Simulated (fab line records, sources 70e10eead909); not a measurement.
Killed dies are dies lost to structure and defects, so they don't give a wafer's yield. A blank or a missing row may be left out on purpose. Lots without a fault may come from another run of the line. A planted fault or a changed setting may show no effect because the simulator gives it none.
Chamber matching | flow nand_harc | NHARC_P_ZERO_WELL_ETCH_63 on rie_si-03: 4 sister chambers
The step etches the open film in HBr/Cl2, target depth 120 nm, time 40.1 s. 14 wafers are shown with their chamber, then 6 later ones without.

WAFERS WITH THEIR CHAMBER
wafer  | chamber | drypump_motor_current_A (A) | oes_product_au (a.u.) | throttle_valve_pct (%)
L896.2 | 2       | 4.9                         | 0.991                 | 26.409
L896.3 | 3       | 5.4                         | 1.005                 | 26.391
L896.5 | 1       | 5.6                         | 0.991                 | 26.409
L899.2 | 0       | 5.7                         | 1.003                 | 26.416
L899.3 | 1       | 5.6                         | 0.994                 | 26.404
L899.6 | 2       | 4.9                         | 0.988                 | 26.409
L901.1 | 1       | 5.6                         | 0.993                 | 26.407
L901.4 | 3       | 5.5                         | 1.003                 | 26.400
L901.6 | 1       | 5.6                         | 0.998                 | 26.402
L902.1 | 0       | 5.7                         | 0.992                 | 26.404
L902.3 | 1       | 5.6                         | 0.988                 | 26.404
L902.6 | 3       | 5.5                         | 1.008                 | 26.412
L903.1 | 0       | 5.7                         | 0.997                 | 26.394
L903.2 | 3       | 5.4                         | 1.001                 | 26.411

SIGNATURES (means of the wafers above)
reading                 | chamber 0 | chamber 1 | chamber 2 | chamber 3 | scatter within a chamber
drypump_motor_current_A | 5.700     | 5.600     | 4.900     | 5.450     | 0.0316
oes_product_au          | 0.99733   | 0.99280   | 0.98950   | 1.00425   | 0.00383
throttle_valve_pct      | 26.40467  | 26.40520  | 26.40900  | 26.40350  | 0.00755
Rule: a wafer's distance from a chamber is the root of the sum, over the readings, of the square of ((its reading less the chamber's mean) divided by the reading's scatter). The wafer belongs to the nearest chamber; if the next one is less than 2 further off, it can't be placed. The scatter: the root of (the sum of the squares of (reading less its chamber's mean) over the shown wafers, divided by (wafers less chambers)).

WAFERS WITHOUT THEIR CHAMBER
wafer  | drypump_motor_current_A (A) | oes_product_au (a.u.) | throttle_valve_pct (%)
L912.2 | 5.4                         | 1.002                 | 26.395
L912.5 | 5.6                         | 0.994                 | 26.414
L912.6 | 5.5                         | 1.001                 | 26.390
L913.3 | 4.9                         | 1.007                 | 26.389
L913.4 | 5.4                         | 1.004                 | 26.387
L913.5 | 4.9                         | 0.998                 | 26.400

WHICH CHAMBER EACH WENT THROUGH
wafer  | from the rows above     | in truth
L912.2 | 3                       | 3
L912.5 | 1                       | 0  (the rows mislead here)
L912.6 | can't be placed: 3 or 1 | 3
L913.3 | 2                       | 2
L913.4 | 3                       | 3
L913.5 | 2                       | 2
Placed correctly: 4 of 6. Can't be placed from these rows: 1 (the true chamber is among the candidates in 1). Placed wrongly: 1.
